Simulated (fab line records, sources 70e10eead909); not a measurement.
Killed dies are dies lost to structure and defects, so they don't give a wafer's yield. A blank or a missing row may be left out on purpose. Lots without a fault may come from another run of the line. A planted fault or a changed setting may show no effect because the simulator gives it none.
Problem report in the 8D (eight disciplines) form, filled by code | flow nand_harc | the parts of the form that need people (team, actions taken, sign-off) are left out

1. THE PROBLEM
killed_at_array at NHARC_END_SORT_01 reads a mean of 358 on 3 wafers of 2 lots; wafers without a fault read 28 with a standard deviation of 11. That is +30 standard deviations from the usual mean.
First seen on wafer L130.2, day 22 03:39, on prober-02. The record holds 3 wafers of 2 lots with a number at this step. Rule for "out", or "out of limits": more than 4 standard deviations from the usual mean. The other wafers with a number count as sound.

2. WHAT IT IS AND WHAT IT IS NOT
question                    | is                           | is not
which readings at this step | killed_at_array, killed_dies | killed_at_other, killed_at_periphery, killed_open, killed_short
which lots                  | L127, L130                   | -
which wafers of those lots  | all that have a number       | -
read on which gauges        | prober-01, prober-02         | -
when                        | from day 22 03:39            | up to then (0 sound wafers)

3. SUSPECTS, AND WHAT RULES EACH OUT
Counting: a tool at a process step up to the reading stays a suspect if it ran every lot that is out and no sound lot after the first of them.
- the gauge at NHARC_END_SORT_01: ruled out. The wafers that are out were read on 2 gauges (prober-01, prober-02).
- rie_diel-10 at NHARC_A_CONTACT_ETCH_50 (etches the open film in CF4/CHF3, target depth 84.7 nm, time 42.4 s): kept. It ran every lot that is out, first L130 (day 19 00:52), and no sound lot after that. Its own readings are out on those wafers: oes_product_au.
Left after counting: rie_diel-10 at NHARC_A_CONTACT_ETCH_50.

4. THE CAUSE (what the simulator had put in)
Process parameter drift: rie_diel-10, from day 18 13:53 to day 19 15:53, at NHARC_A_CONTACT_ETCH_50. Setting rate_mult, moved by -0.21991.
Counting left only this tool.

5. THE CHAIN OF EFFECTS, in route order
Each row: a reading whose mean over the struck wafers that have a number lies more than 3 standard deviations from the usual. Only readings for which the record gives a usual standard deviation are gone through. hours: the time from each lot's start at the first step in this table that gives one to its start at this step, as a median over the lots. sigmas: the change in usual standard deviations.
hours | step                    | reading         | usual      | on struck wafers | change | sigmas
0     | NHARC_A_CONTACT_ETCH_50 | oes_product_au  | 0.963 a.u. | 0.835            | -0.128 | -4.6
73    | NHARC_END_SORT_01       | killed_at_array | 28         | 358              | +330   | +30
73    | NHARC_END_SORT_01       | killed_dies     | 32         | 360              | +328   | +30
The process steps in it:
- NHARC_A_CONTACT_ETCH_50: etches the open film in CF4/CHF3, target depth 84.7 nm, time 42.4 s.

6. WHAT WOULD HAVE CAUGHT IT SOONER
In this record the first reading out of limits at a measuring or inspecting step was taken at day 22 03:39, 86 hours after the fault began at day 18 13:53.
The tool's own readings at NHARC_A_CONTACT_ETCH_50 were out on every struck wafer that the step has a row for (oes_product_au): an alarm limit on them would have fired on the first of those.
All the lots that are out (2) had begun NHARC_A_CONTACT_ETCH_50 on rie_diel-10 by day 22 03:39. A hold on the tool at that time would have spared none of them.
